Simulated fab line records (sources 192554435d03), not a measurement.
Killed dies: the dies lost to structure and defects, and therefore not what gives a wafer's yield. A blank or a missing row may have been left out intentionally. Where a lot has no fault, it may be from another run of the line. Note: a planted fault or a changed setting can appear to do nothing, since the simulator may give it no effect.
Split-lot experiment / flow n5 finfet / 21 wafers read from 7 lots, route of 1938 steps

## THE SPLIT ITSELF
At N5_BEOL_M12_EXPOSE_07 (exposes mask V11), the setting dose mj was moved away from the recipe's 32.5 on 4 of the 21 wafers read, by -5.6% to +5.7%. All remaining wafers had this setting at the recipe value.

## FROM THE SPLIT TO THE READING: what the file shows between them, 3 steps
- N5_BEOL_M12_PEB_08: peb time 90 s
- N5_BEOL_M12_DEVELOP_09: develop time 45 s
- N5_BEOL_M12_HARDBAKE_14: time 120 s

## THE READING
At N5_BEOL_M12_CD_MEAS_10: cd nm in nanometres, against a target cd of 140 nm. Typical for fault-free wafers on this fab line: 140.2 nm, with standard deviation 1.9 nm.

wafer=L080.1; tool, chamber at the split=krf scanner-01, 0; dose mj as run=33.8; against the recipe=+4.0%; cd nm, nm=147.1; against lot-mates on the recipe=+4.8
wafer=L080.2; tool, chamber at the split=krf scanner-01, 0; dose mj as run=32.5; against the recipe=recipe; cd nm, nm=141.4; against lot-mates on the recipe=-
wafer=L080.6; tool, chamber at the split=krf scanner-01, 0; dose mj as run=32.5; against the recipe=recipe; cd nm, nm=143.1; against lot-mates on the recipe=-
wafer=L081.2; tool, chamber at the split=krf scanner-02, 0; dose mj as run=32.5; against the recipe=recipe; cd nm, nm=141.4; against lot-mates on the recipe=-
wafer=L081.5; tool, chamber at the split=krf scanner-02, 0; dose mj as run=32.5; against the recipe=recipe; cd nm, nm=141.0; against lot-mates on the recipe=-
wafer=L081.6; tool, chamber at the split=krf scanner-02, 0; dose mj as run=30.69; against the recipe=-5.6%; cd nm, nm=133.7; against lot-mates on the recipe=-7.5
wafer=L083.1; tool, chamber at the split=krf scanner-02, 0; dose mj as run=32.5; against the recipe=recipe; cd nm, nm=142.0; against lot-mates on the recipe=-
wafer=L083.2; tool, chamber at the split=krf scanner-02, 0; dose mj as run=32.5; against the recipe=recipe; cd nm, nm=141.7; against lot-mates on the recipe=-
wafer=L083.6; tool, chamber at the split=krf scanner-02, 0; dose mj as run=32.5; against the recipe=recipe; cd nm, nm=141.3; against lot-mates on the recipe=-
wafer=L087.2; tool, chamber at the split=krf scanner-02, 0; dose mj as run=32.5; against the recipe=recipe; cd nm, nm=137.3; against lot-mates on the recipe=-
wafer=L087.5; tool, chamber at the split=krf scanner-02, 0; dose mj as run=32.5; against the recipe=recipe; cd nm, nm=139.4; against lot-mates on the recipe=-
wafer=L087.6; tool, chamber at the split=krf scanner-02, 0; dose mj as run=32.5; against the recipe=recipe; cd nm, nm=136.4; against lot-mates on the recipe=-
wafer=L089.1; tool, chamber at the split=krf scanner-02, 0; dose mj as run=34.36; against the recipe=+5.7%; cd nm, nm=146.0; against lot-mates on the recipe=+5.1
wafer=L089.3; tool, chamber at the split=krf scanner-02, 0; dose mj as run=34.36; against the recipe=+5.7%; cd nm, nm=147.1; against lot-mates on the recipe=+6.2
wafer=L089.4; tool, chamber at the split=krf scanner-02, 0; dose mj as run=32.5; against the recipe=recipe; cd nm, nm=140.9; against lot-mates on the recipe=-
wafer=L092.1; tool, chamber at the split=krf scanner-02, 0; dose mj as run=32.5; against the recipe=recipe; cd nm, nm=139.3; against lot-mates on the recipe=-
wafer=L092.3; tool, chamber at the split=krf scanner-02, 0; dose mj as run=32.5; against the recipe=recipe; cd nm, nm=142.1; against lot-mates on the recipe=-
wafer=L092.5; tool, chamber at the split=krf scanner-02, 0; dose mj as run=32.5; against the recipe=recipe; cd nm, nm=140.1; against lot-mates on the recipe=-
wafer=L096.1; tool, chamber at the split=krf scanner-02, 0; dose mj as run=32.5; against the recipe=recipe; cd nm, nm=138.4; against lot-mates on the recipe=-
wafer=L096.3; tool, chamber at the split=krf scanner-02, 0; dose mj as run=32.5; against the recipe=recipe; cd nm, nm=138.2; against lot-mates on the recipe=-
wafer=L096.6; tool, chamber at the split=krf scanner-02, 0; dose mj as run=32.5; against the recipe=recipe; cd nm, nm=138.8; against lot-mates on the recipe=-

FIT RESULTS
A straight line over all 21 wafers: cd nm changes by +1.21 nm for each +1% of dose mj; r = +0.85; the points scatter about the line by 1.8 nm.
The same after taking each lot's own level away (the mean of its wafers on the recipe; 21 wafers): +1.13 nm for each +1%; r = +0.95; scatter 0.86 nm.
On that fit, the largest move of dose mj shifts the reading by 6.5 nm.
The lots' own levels span 137.70 to 142.25 nm, that is 2.4 times the standard deviation above.
The two slopes agree, so the slope changes little with the lot-to-lot level.
Check: +6.88 nm against its lot-mates is what the line predicts for one of the wafers moved furthest among these (+5.7%) when that wafer is left out of the fit. Against them it came out at +5.1 nm.

## FURTHER SPLITS ON THESE WAFERS
Note: prior to the reading, these wafers also went through further splits. Each is held against what the fit with the lots' levels taken away leaves over:
other split on the same wafers=N5_BEOL_M8_COAT_22 spin rpm; wafers away from the commonest value=9; r with cd nm (lot level and that fit taken away)=-0.14
other split on the same wafers=N5_BEOL_M9_TRENCH_ETCH_37 source w; wafers away from the commonest value=2; r with cd nm (lot level and that fit taken away)=+0.01
other split on the same wafers=N5_BEOL_M10_ETCH_62 time s; wafers away from the commonest value=8; r with cd nm (lot level and that fit taken away)=+0.21
other split on the same wafers=N5_BEOL_M10_PEB_26 peb time s; wafers away from the commonest value=3; r with cd nm (lot level and that fit taken away)=+0.17
other split on the same wafers=N5_BEOL_M11_TRENCH_ETCH_37 bias w; wafers away from the commonest value=8; r with cd nm (lot level and that fit taken away)=-0.05

## THE FILE'S OWN FIT
cd nm changes by +1.18 nm for each +1% of dose mj, r = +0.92.
